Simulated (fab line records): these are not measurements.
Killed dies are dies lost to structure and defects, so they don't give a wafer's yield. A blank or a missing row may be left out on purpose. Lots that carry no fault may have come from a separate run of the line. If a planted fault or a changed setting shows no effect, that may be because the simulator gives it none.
Matching of chambers ; flow n5Finfet ; N5_BEOL_M0_STRIP_142 on rieDiel-03 has 4 sister chambers
The step strips in N2/H2, time 10 s. 4 wafers are shown with their chamber, then 10 later ones without.

EACH WAFER AND ITS CHAMBER
wafer;chamber;showerheadPlenumPTorr (Torr)
L079.4;0;2.61
L082.2;2;2.69
L082.6;1;2.43
L084.5;3;2.53

WAFERS WITHOUT THEIR CHAMBER
wafer;showerheadPlenumPTorr (Torr)
L084.6;2.61
L089.1;2.60
L089.3;2.42
L089.6;2.60
L090.3;2.68
L090.4;2.42
L090.6;2.52
L091.1;2.52
L091.2;2.68
L091.6;2.60

WHICH CHAMBER EACH ONE RAN IN
wafer;from the rows above;in truth
L084.6;0;0
L089.1;0;0
L089.3;1;1
L089.6;0;0
L090.3;2;2
L090.4;1;1
L090.6;3;3
L091.1;3;3
L091.2;2;2
L091.6;0;0
Correct placement for 10 of the 10. Can't be placed from these rows: 0. Wrongly placed: 0.
How it was worked out, from the rows above alone: a wafer's distance from a chamber is the root of the sum, over the readings, of the square of ((its reading less the chamber's mean) divided by the reading's scatter). The wafer belongs to the nearest chamber; if the next one is less than 2 further off, it can't be placed. A chamber's mean is the mean of its shown wafers. The scatter: with one shown wafer a chamber, the root of the mean of the squares of how far each hidden wafer lies from its nearest shown one.
